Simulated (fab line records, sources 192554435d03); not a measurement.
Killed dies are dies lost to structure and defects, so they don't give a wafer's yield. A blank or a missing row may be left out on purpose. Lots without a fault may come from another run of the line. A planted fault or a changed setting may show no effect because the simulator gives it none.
fab line records | flow n5_finfet
record lots=24 wafers=72 last_day=17
route steps=1938 shown BEOL_M12@1647 BEOL_M13@1689
lots that met no fault: from a run of the same line without faults
start_h: hours from the record's first day to the start of the lot's first wafer shown | wait_h: hours since the lot's step before | " the same as in the row above | L1.1+2: a row that stands for several wafers | - no value, or no start given | * or withheld: withheld | < > ~ a bound
route shown NAME@n: a module of which the file shows steps, and the number in the route of the first | usual: mean/standard deviation of fault-free wafers | same: alike in all rows | chamber/n: place in a boat | sites: the reading at each site | _std_site: their standard deviation | _edge_site: outer sites' mean less inner sites' | radius_mm: how far each site lies from the wafer's centre | mask NAME#n: copy n | behind: the tool/chamber that last shaped the wafer | hold: why the lot was held/for how many hours/how that ended | device: the transistor (n, p or np) that didn't switch | end of line: the same wafers' tests at the end of the route | a step without rows: its recipe alone | killed: dies lost to structure and defects at the first sort, not the wafer's yield | map: a wafer's dies, x killed, . not, _ none there
set.NAME: the setting as run; set.NAME@STEP: as run at that earlier step | model.NAME: the simulator's own value behind a step, which no gauge read
steps of the route over a sample of lots; a table a step, a row a wafer
services: from which hour (start_h, from the record's first day; less than 0 if before it) a tool's chamber was out of use, for how many hours, and why
## steps
# step N5_BEOL_M12_PRE_CLEAN_42
# recipe gas=H2/He time_s=30 temp_c=250
# usual heater_power_w=339/34 susceptor_temp_C=250.02/0.18
# columns lot.wafer tool chamber start_h wait_h heater_power_w susceptor_temp_C
L074.2 pvd_sputter-01 - 237.35 0.0 386 250.03
L074.5 " - " " 318 249.77
L074.6 " - " " 375 249.86
L077.1 pvd_sputter-02 - 237.43 0.0 387 250.07
L077.3 " - " " 300 250.30
L077.5 " - " " 326 250.12
L075.3 pvd_sputter-02 - 237.75 0.0 390 249.90
L075.4 " - " " 365 250.14
L075.5 " - " " 366 250.13
L076.2 pvd_sputter-01 - 243.55 0.0 330 250.20
L076.4 " - " " 290 249.91
L076.6 " - " " 371 250.05
L078.1 pvd_sputter-02 - 265.20 0.0 350 249.75
L078.3 " - " " 307 249.76
L078.6 " - " " 316 250.28
L079.1 pvd_sputter-03 - 267.63 0.0 380 250.07
L079.4 " - " " 314 250.35
L079.6 " - " " 340 249.80
L080.1 pvd_sputter-01 - 269.60 0.0 296 249.97
L080.3 " - " " 373 250.22
L080.6 " - " " 327 249.95
L081.1 pvd_sputter-01 - 274.77 0.0 328 249.70
L081.4 " - " " 366 249.97
L081.6 " - " " 365 250.09
L083.1 pvd_sputter-03 - 280.11 0.0 390 250.22
L083.2 " - " " 297 250.36
L083.4 " - " " 352 249.93
L082.1 pvd_sputter-02 - 283.34 0.0 381 250.06
L082.4 " - " " 357 249.60
L082.6 " - " " 321 249.80
L084.3 pvd_sputter-03 - 288.35 0.0 301 249.94
L084.5 " - " " 383 250.13
L084.6 " - " " 300 250.29
L085.2 pvd_sputter-03 - 293.55 0.0 386 250.06
L085.4 " - " " 355 249.84
L085.6 " - " " 345 250.00
L086.1 pvd_sputter-01 - 302.87 0.0 292 249.87
L086.2 " - " " 378 250.21
L086.4 " - " " 379 250.13
L087.2 pvd_sputter-01 - 309.90 0.0 324 250.19
L087.5 " - " " 326 250.19
L087.6 " - " " 375 250.22
L088.2 pvd_sputter-03 - 319.19 0.0 386 249.71
L088.3 " - " " 357 249.99
L088.5 " - " " 311 250.06
L090.1 pvd_sputter-02 - 319.34 0.0 367 249.96
L090.3 " - " " 389 250.42
L090.6 " - " " 363 250.43
L091.4 pvd_sputter-03 - 328.68 0.0 312 250.07
L091.5 " - " " 301 250.01
L091.6 " - " " 367 249.83
L089.2 pvd_sputter-03 - 329.46 0.0 296 249.81
L089.3 " - " " 387 250.07
L089.6 " - " " 317 249.63
L092.1 pvd_sputter-01 - 343.10 0.0 293 249.96
L092.4 " - " " 371 249.82
L092.6 " - " " 373 250.20
L095.1 pvd_sputter-03 - 354.35 0.0 313 249.98
L095.3 " - " " 385 249.94
L095.4 " - " " 353 249.89
L093.1 pvd_sputter-01 - 357.09 0.0 317 249.98
L093.4 " - " " 296 250.04
L093.5 " - " " 370 249.99
L094.2 pvd_sputter-01 - 357.61 0.0 364 250.22
L094.3 " - " " 333 249.93
L094.4 " - " " 292 249.95
L096.2 pvd_sputter-03 - 367.31 0.0 347 250.08
L096.3 " - " " 306 249.86
L096.6 " - " " 386 249.95
L097.1 pvd_sputter-03 - 368.09 0.0 303 250.25
L097.4 " - " " 353 250.39
L097.5 " - " " 384 250.26
# step N5_BEOL_M12_THK_MEAS_50
# recipe thk_meas_gauge=xrf reads=Cu_of_BEOL_M12_ECD_47
# usual M12_THK=312/4.7
# columns lot.wafer tool chamber start_h wait_h M12_THK[nm]
L074.2 film_metro-02 - 238.46 - 319
L074.5 " - " " 315
L074.6 " - " " 308
L077.1 film_metro-02 - 238.99 - 307
L077.3 " - " " 309
L077.5 " - " " 313
L075.3 film_metro-01 - 239.05 - 314
L075.4 " - " " 306
L075.5 " - " " 309
L076.2 film_metro-02 - 245.03 - 309
L076.4 " - " " 311
L076.6 " - " " 306
L078.1 film_metro-02 - 267.00 - 314
L078.3 " - " " 317
L078.6 " - " " 313
L079.1 film_metro-01 - 268.68 - 322
L079.4 " - " " 325
L079.6 " - " " 313
L080.1 film_metro-01 - 270.65 - 315
L080.3 " - " " 324
L080.6 " - " " 318
L081.1 film_metro-02 - 276.23 - 310
L081.4 " - " " 314
L081.6 " - " " 312
L083.1 film_metro-01 - 281.18 - 318
L083.2 " - " " 318
L083.4 " - " " 310
L082.1 film_metro-01 - 284.93 - 313
L082.4 " - " " 311
L082.6 " - " " 314
L084.3 film_metro-02 - 289.41 - 313
L084.5 " - " " 320
L084.6 " - " " 312
L085.2 film_metro-02 - 294.62 - 315
L085.4 " - " " 311
L085.6 " - " " 312
L086.1 film_metro-01 - 303.93 - 308
L086.2 " - " " 306
L086.4 " - " " 311
L087.2 film_metro-02 - 311.26 - 298
L087.5 " - " " 308
L087.6 " - " " 304
L088.2 film_metro-02 - 320.56 - 311
L088.3 " - " " 315
L088.5 " - " " 311
L090.1 film_metro-01 - 320.83 - 307
L090.3 " - " " 308
L090.6 " - " " 305
L091.4 film_metro-02 - 329.74 - 317
L091.5 " - " " 312
L091.6 " - " " 309
L089.2 film_metro-02 - 330.52 - 314
L089.3 " - " " 312
L089.6 " - " " 315
L092.1 film_metro-02 - 344.15 - 316
L092.4 " - " " 307
L092.6 " - " " 308
L095.1 film_metro-02 - 355.40 - 310
L095.3 " - " " 310
L095.4 " - " " 315
L093.1 film_metro-02 - 358.16 - 314
L093.4 " - " " 309
L093.5 " - " " 311
L094.2 film_metro-02 - 358.68 - 318
L094.3 " - " " 316
L094.4 " - " " 314
L096.2 film_metro-01 - 368.52 - 307
L096.3 " - " " 310
L096.6 " - " " 308
L097.1 film_metro-02 - 369.61 - 306
L097.4 " - " " 314
L097.5 " - " " 311
# step N5_BEOL_M13_CD_MEAS_28
# recipe target_cd_nm=209.5 landing_energy_ev=500 detector=se_inlens
# usual cd_nm=209.9/1.2
# columns lot.wafer tool chamber start_h wait_h cd_nm
L074.2 cd_sem-01 0 240.13 - 212.3
L074.5 " 0 " " 212.3
L074.6 " 0 " " 211.9
L077.1 cd_sem-02 0 240.58 - 211.3
L077.3 " 0 " " 211.6
L077.5 " 0 " " 211.2
L075.3 cd_sem-02 0 240.89 - 207.7
L075.4 " 0 " " 208.4
L075.5 " 0 " " 208.3
L076.2 cd_sem-03 0 246.74 - 211.3
L076.4 " 0 " " 210.8
L076.6 " 0 " " 210.5
L078.1 cd_sem-02 0 268.71 - 209.9
L078.3 " 0 " " 209.0
L078.6 " 0 " " 208.6
L079.1 cd_sem-01 0 270.36 - 209.6
L079.4 " 0 " " 209.6
L079.6 " 0 " " 209.0
L080.1 cd_sem-01 0 272.27 - 209.3
L080.3 " 0 " " 208.7
L080.6 " 0 " " 209.4
L081.1 cd_sem-02 0 277.97 - 209.1
L081.4 " 0 " " 208.4
L081.6 " 0 " " 208.4
L083.1 cd_sem-01 0 282.89 - 209.5
L083.2 " 0 " " 209.9
L083.4 " 0 " " 210.5
L082.1 cd_sem-02 0 286.77 - 209.1
L082.4 " 0 " " 209.9
L082.6 " 0 " " 210.1
L084.3 cd_sem-02 0 291.03 - 209.2
L084.5 " 0 " " 210.3
L084.6 " 0 " " 209.7
L085.2 cd_sem-02 0 296.21 - 210.5
L085.4 " 0 " " 210.0
L085.6 " 0 " " 210.3
L086.1 cd_sem-02 0 305.53 - 211.1
L086.2 " 0 " " 209.6
L086.4 " 0 " " 210.8
L087.2 cd_sem-02 0 313.35 - 210.8
L087.5 " 0 " " 211.1
L087.6 " 0 " " 210.3
L088.2 cd_sem-03 0 322.28 - 208.3
L088.3 " 0 " " 209.7
L088.5 " 0 " " 208.1
L090.1 cd_sem-03 0 322.58 - 209.2
L090.3 " 0 " " 209.1
L090.6 " 0 " " 210.2
L091.4 cd_sem-02 0 331.45 - 208.5
L091.5 " 0 " " 209.4
L091.6 " 0 " " 208.0
L089.2 cd_sem-02 0 332.23 - 208.3
L089.3 " 0 " " 208.5
L089.6 " 0 " " 208.0
L092.1 cd_sem-02 0 346.35 - 210.6
L092.4 " 0 " " 208.7
L092.6 " 0 " " 209.4
L095.1 cd_sem-02 0 357.24 - 210.4
L095.3 " 0 " " 210.7
L095.4 " 0 " " 210.2
L093.1 cd_sem-02 0 359.76 - 211.4
L093.4 " 0 " " 211.1
L093.5 " 0 " " 211.2
L094.2 cd_sem-01 0 360.42 - 213.0
L094.3 " 0 " " 211.9
L094.4 " 0 " " 213.7
L096.2 cd_sem-02 0 370.23 - 209.5
L096.3 " 0 " " 209.9
L096.6 " 0 " " 209.8
L097.1 cd_sem-02 0 371.41 - 208.8
L097.4 " 0 " " 209.1
L097.5 " 0 " " 208.2
# step N5_BEOL_M13_ETCH_68
# recipe chemistry=N2/H2 target=SOC mask_material=SiARC source_w=3000 bias_w=350 temp_c=40 time_s=355 ion_energy_ev=200 pressure_mtorr=30 n2_flow_sccm=200 h2_flow_sccm=200
# usual drypump_motor_current_A=5.7/0.6 h2_flow_sccm=200.0/0.58 oes_product_au=0.81/0.098 rf_vpp_V=524.2/2.9 showerhead_plenum_p_Torr=2.55/0.1 throttle_valve_pct=17.72/0.25
# columns lot.wafer tool chamber start_h wait_h drypump_motor_current_A h2_flow_sccm oes_product_au rf_hours_counter_h rf_vpp_V showerhead_plenum_p_Torr throttle_valve_pct
L074.2 rie_diel-01 1 240.57 0.1 5.8 200.7 0.87 52 528.8 2.69 17.51
L074.5 " 2 " " 6.4 199.9 0.71 - 526.9 2.63 18.25
L074.6 " 3 " " 4.9 201.7 0.93 - 526.2 2.61 17.38
L077.1 rie_diel-05 1 240.87 0.1 6.0 198.7 0.94 12 524.1 2.51 17.87
L077.3 " 2 " " 6.2 199.8 0.71 194 521.6 2.42 17.89
L077.5 " 0 " " 4.7 200.6 0.84 - 522.1 2.47 17.53
L075.3 rie_diel-01 1 241.15 0.1 5.8 200.8 0.89 53 527.9 2.69 17.49
L075.4 " 3 " " 4.9 200.0 0.93 15 525.9 2.61 17.38
L075.5 " 0 " " 6.0 198.4 1.00 - 523.9 2.61 17.60
L076.2 rie_diel-01 0 247.01 0.1 6.0 199.8 0.98 8 524.1 2.61 17.61
L076.4 " 2 " " 6.4 199.6 0.71 206 526.1 2.63 18.26
L076.6 " 0 " " 6.0 200.0 0.98 - 527.1 2.61 17.62
L078.1 rie_diel-01 2 268.98 0.1 6.3 199.4 0.73 208 527.9 2.63 18.26
L078.3 " 1 " " 5.8 199.5 0.87 62 526.9 2.69 17.51
L078.6 " 2 " " 6.3 200.0 0.72 - 527.0 2.63 18.27
L079.1 rie_diel-05 3 270.63 0.1 6.8 199.7 0.75 174 520.6 2.44 17.82
L079.4 " 2 " " 6.2 199.2 0.70 202 521.3 2.42 17.89
L079.6 " 2 " " 6.2 199.7 0.69 - 520.2 2.42 17.89
L080.1 rie_diel-05 2 272.56 0.1 6.2 199.0 0.69 203 520.8 2.42 17.88
L080.3 " 3 " " 6.8 199.8 0.75 175 520.7 2.44 17.84
L080.6 " 2 " " 6.2 198.7 0.69 - 520.3 2.42 17.90
L081.1 rie_diel-05 0 278.24 0.1 4.7 200.4 0.83 69 522.8 2.47 17.54
L081.4 " 2 " " 6.2 198.9 0.69 205 521.1 2.41 17.89
L081.6 " 3 " " 6.8 200.0 0.74 - 520.3 2.43 17.83
L083.1 rie_diel-03 0 283.16 0.1 5.4 200.1 1.02 0 525.2 2.60 17.43
L083.2 " 1 " " 5.5 199.8 0.72 208 526.4 2.62 17.70
L083.4 " 3 " " 5.2 199.4 0.75 158 517.5 2.34 17.66
L082.1 rie_diel-03 3 287.04 0.1 5.2 199.8 0.73 160 516.6 2.34 17.67
L082.4 " 1 " " 5.5 199.3 0.72 210 524.7 2.62 17.69
L082.6 " 0 " " 5.4 200.0 1.00 - 524.8 2.59 17.41
L084.3 rie_diel-01 2 291.30 0.1 6.4 200.8 0.71 212 526.3 2.63 18.27
L084.5 " 1 " " 5.8 199.9 0.86 - 528.2 2.68 17.53
L084.6 " 2 " " 6.3 200.4 0.72 - 526.5 2.63 18.26
L085.2 rie_diel-03 2 296.51 0.1 5.2 199.8 0.72 186 527.2 2.63 17.67
L085.4 " 0 " " 5.3 200.5 0.98 - 525.7 2.59 17.43
L085.6 " 2 " " 5.1 199.9 0.72 - 525.6 2.63 17.67
L086.1 rie_diel-05 1 305.92 0.1 6.0 199.4 0.89 31 520.9 2.50 17.92
L086.2 " 3 " " 6.8 201.3 0.73 185 520.5 2.43 17.85
L086.4 " 0 " " 4.7 199.7 0.82 78 520.5 2.46 17.54
L087.2 rie_diel-01 0 313.62 0.1 6.0 200.7 0.92 31 525.4 2.60 17.67
L087.5 " 0 " " 6.0 200.3 0.91 - 525.1 2.60 17.65
L087.6 " 1 " " 5.8 199.9 0.84 - 526.8 2.68 17.55
L088.2 rie_diel-01 0 322.55 0.1 6.0 199.7 0.92 33 525.9 2.60 17.65
L088.3 " 2 " " 6.4 199.5 0.71 222 525.5 2.62 18.26
L088.5 " 2 " " 6.4 199.6 0.71 - 525.1 2.62 18.27
L090.1 rie_diel-05 2 322.85 0.1 6.2 199.4 0.69 219 519.2 2.41 17.92
L090.3 " 0 " " 4.7 199.9 0.81 82 522.8 2.46 17.56
L090.6 " 1 " " 6.0 199.3 0.89 - 522.8 2.50 17.93
L091.4 rie_diel-01 3 331.89 0.1 4.9 199.8 0.87 44 525.1 2.59 17.42
L091.5 " 0 " " 6.0 200.0 0.91 - 523.6 2.60 17.66
L091.6 " 3 " " 4.9 199.0 0.87 - 523.3 2.59 17.43
L089.2 rie_diel-01 0 332.50 0.1 6.0 200.9 0.91 37 524.5 2.60 17.67
L089.3 " 2 " " 6.4 199.9 0.70 224 527.7 2.62 18.29
L089.6 " 0 " " 6.0 200.2 0.91 - 525.8 2.60 17.66
L092.1 rie_diel-01 3 346.74 0.1 4.9 200.3 0.86 50 524.7 2.59 17.44
L092.4 " 1 " " 5.8 199.6 0.83 88 527.6 2.68 17.56
L092.6 " 2 " " 6.4 200.8 0.71 - 526.6 2.62 18.29
L095.1 rie_diel-03 2 357.51 0.1 5.2 199.9 0.71 203 527.2 2.62 17.70
L095.3 " 1 " " 5.5 200.9 0.70 229 526.4 2.61 17.76
L095.4 " 0 " " 5.4 200.1 0.91 26 526.2 2.58 17.47
L093.1 rie_diel-01 1 360.03 0.1 5.8 200.6 0.82 92 527.1 2.67 17.57
L093.4 " 0 " " 6.0 200.9 0.89 45 525.1 2.59 17.67
L093.5 " 1 " " 5.8 201.0 0.83 - 524.9 2.67 17.57
L094.2 rie_diel-03 1 360.69 0.1 5.5 201.0 0.70 230 526.4 2.61 17.72
L094.3 " 0 " " 5.4 200.0 0.92 27 524.4 2.58 17.47
L094.4 " 3 " " 5.3 200.7 0.72 184 517.5 2.33 17.71
L096.2 rie_diel-05 1 370.56 0.1 6.0 199.2 0.86 49 522.0 2.49 17.96
L096.3 " 3 " " 6.8 201.2 0.72 203 519.9 2.42 17.89
L096.6 " 3 " " 6.8 199.7 0.71 - 519.7 2.42 17.89
L097.1 rie_diel-03 2 372.10 0.1 5.1 199.1 0.70 209 526.2 2.62 17.71
L097.4 " 3 " " 5.2 200.3 0.72 188 517.8 2.33 17.71
L097.5 " 0 " " 5.3 199.4 0.92 - 526.0 2.58 17.48
# step N5_BEOL_M13_OCD_MEAS_35
# usual trench_depth_nm=416/6.4
# columns lot.wafer tool chamber start_h wait_h trench_depth_nm
L074.2 ocd-02 - 240.96 0.0 416
L074.5 " - " " 406
L074.6 " - " " 423
L077.1 ocd-02 - 241.27 0.0 421
L077.3 " - " " 414
L077.5 " - " " 418
L075.3 ocd-01 - 241.55 0.0 421
L075.4 " - " " 429
L075.5 " - " " 425
L076.2 ocd-02 - 247.41 0.0 418
L076.4 " - " " 418
L076.6 " - " " 415
L078.1 ocd-02 - 269.38 0.0 414
L078.3 " - " " 425
L078.6 " - " " 411
L079.1 ocd-02 - 271.03 0.0 411
L079.4 " - " " 410
L079.6 " - " " 409
L080.1 ocd-02 - 272.96 0.0 410
L080.3 " - " " 410
L080.6 " - " " 410
L081.1 ocd-01 - 278.64 0.0 414
L081.4 " - " " 410
L081.6 " - " " 411
L083.1 ocd-02 - 283.56 0.0 428
L083.2 " - " " 420
L083.4 " - " " 409
L082.1 ocd-01 - 287.43 0.0 408
L082.4 " - " " 419
L082.6 " - " " 427
L084.3 ocd-02 - 291.70 0.0 409
L084.5 " - " " 415
L084.6 " - " " 410
L085.2 ocd-02 - 296.91 0.0 407
L085.4 " - " " 421
L085.6 " - " " 404
L086.1 ocd-02 - 306.31 0.0 420
L086.2 " - " " 410
L086.4 " - " " 411
L087.2 ocd-01 - 314.02 0.0 421
L087.5 " - " " 418
L087.6 " - " " 420
L088.2 ocd-02 - 322.95 0.0 425
L088.3 " - " " 412
L088.5 " - " " 412
L090.1 ocd-01 - 323.24 0.0 406
L090.3 " - " " 412
L090.6 " - " " 417
L091.4 ocd-01 - 332.30 0.0 421
L091.5 " - " " 417
L091.6 " - " " 421
L089.2 ocd-02 - 332.90 0.0 421
L089.3 " - " " 408
L089.6 " - " " 419
L092.1 ocd-01 - 347.13 0.0 419
L092.4 " - " " 418
L092.6 " - " " 403
L095.1 ocd-01 - 357.91 0.0 409
L095.3 " - " " 417
L095.4 " - " " 426
L093.1 ocd-01 - 360.43 0.0 412
L093.4 " - " " 417
L093.5 " - " " 413
L094.2 ocd-02 - 361.09 0.0 420
L094.3 " - " " 424
L094.4 " - " " 405
L096.2 ocd-02 - 370.96 0.0 420
L096.3 " - " " 414
L096.6 " - " " 412
L097.1 ocd-02 - 372.49 0.0 408
L097.4 " - " " 405
L097.5 " - " " 423
# step N5_BEOL_M13_SPUTTER_43
# recipe material=TaN target_thk_a=150 temp_c=50 bias_v=168.6 power_w=15000 chamber_pressure_pa=0.12 time_s=24.19
# usual susceptor_temp_C=49.98/0.12 throttle_valve_pct=29.8/1.3
# columns lot.wafer tool chamber start_h wait_h susceptor_temp_C throttle_valve_pct
L074.2 pvd_sputter-01 - 248.33 0.0 50.13 30.1
L074.5 " - " " 49.87 31.4
L074.6 " - " " 49.99 28.5
L077.1 pvd_sputter-02 - 248.36 0.0 50.16 29.9
L077.3 " - " " 50.00 29.2
L077.5 " - " " 49.90 27.9
L075.3 pvd_sputter-02 - 248.72 0.0 50.03 29.4
L075.4 " - " " 50.03 29.7
L075.5 " - " " 50.00 29.6
L076.2 pvd_sputter-02 - 249.04 0.0 49.72 27.7
L076.4 " - " " 50.19 29.9
L076.6 " - " " 49.91 29.5
L078.1 pvd_sputter-03 - 271.85 0.0 50.19 31.5
L078.3 " - " " 50.22 32.1
L078.6 " - " " 49.99 32.2
L079.1 pvd_sputter-03 - 272.27 0.0 49.95 31.4
L079.4 " - " " 50.28 32.1
L079.6 " - " " 50.21 30.0
L080.1 pvd_sputter-03 - 274.97 0.0 50.06 28.0
L080.3 " - " " 50.23 31.1
L080.6 " - " " 49.99 31.4
L081.1 pvd_sputter-02 - 282.74 0.0 50.02 27.9
L081.4 " - " " 50.15 29.8
L081.6 " - " " 49.76 29.5
L083.1 pvd_sputter-03 - 285.29 0.0 49.94 30.0
L083.2 " - " " 49.97 27.9
L083.4 " - " " 49.99 31.4
L082.1 pvd_sputter-01 - 289.12 0.0 50.02 28.5
L082.4 " - " " 50.07 30.5
L082.6 " - " " 50.04 28.4
L084.3 pvd_sputter-01 - 293.22 0.0 50.06 29.4
L084.5 " - " " 49.77 28.3
L084.6 " - " " 49.95 31.0
L085.2 pvd_sputter-02 - 297.50 0.0 49.90 29.7
L085.4 " - " " 49.73 29.6
L085.6 " - " " 50.03 29.7
L086.1 pvd_sputter-01 - 308.28 0.0 49.88 28.2
L086.2 " - " " 50.22 30.3
L086.4 " - " " 49.98 28.9
L087.2 pvd_sputter-01 - 317.81 0.0 50.05 29.0
L087.5 " - " " 50.04 31.2
L087.6 " - " " 49.61 28.3
L090.1 pvd_sputter-01 - 324.85 0.0 49.99 29.3
L090.3 " - " " 50.09 28.5
L090.6 " - " " 49.87 30.3
L088.2 pvd_sputter-03 - 330.34 0.0 50.01 29.9
L088.3 " - " " 49.88 28.0
L088.5 " - " " 49.99 31.4
L091.4 pvd_sputter-01 - 332.82 0.0 49.79 31.5
L091.5 " - " " 49.97 29.1
L091.6 " - " " 49.97 31.3
L089.2 pvd_sputter-03 - 335.01 0.0 49.81 31.7
L089.3 " - " " 49.87 29.8
L089.6 " - " " 50.03 32.4
L092.1 pvd_sputter-03 - 347.59 0.0 49.87 28.3
L092.4 " - " " 50.05 32.3
L092.6 " - " " 50.00 32.2
L095.1 pvd_sputter-03 - 359.73 0.0 50.00 29.8
L095.3 " - " " 50.01 28.0
L095.4 " - " " 50.03 32.3
L093.1 pvd_sputter-02 - 361.02 0.0 50.13 28.0
L093.4 " - " " 50.01 29.6
L093.5 " - " " 50.11 28.0
L094.2 pvd_sputter-01 - 363.28 0.0 49.82 31.3
L094.3 " - " " 49.94 29.1
L094.4 " - " " 49.97 28.5
L096.2 pvd_sputter-03 - 371.59 0.0 49.91 31.4
L096.3 " - " " 50.09 32.2
L096.6 " - " " 49.95 28.0
L097.1 pvd_sputter-01 - 375.67 0.0 49.95 31.2
L097.4 " - " " 49.79 30.3
L097.5 " - " " 49.82 30.4
## services
# columns tool chamber start_h hours kind
rie_diel-01 2 247.19 13.3 repair
rie_diel-03 2 251.67 11.3 repair
rie_diel-03 0 263.00 - clean
rie_diel-03 0 263.00 - consumable_replace:focus_ring
rie_diel-03 0 263.00 18.7 scheduled_down
rie_diel-03 0 263.00 18.7 vent_cycle
rie_diel-01 2 276.08 10.4 repair
rie_diel-03 1 291.76 7.9 repair
pvd_sputter-01 - 347.55 1.5 repair
rie_diel-03 2 364.20 1.3 repair
rie_diel-03 0 374.44 14.3 repair
## key
fault none
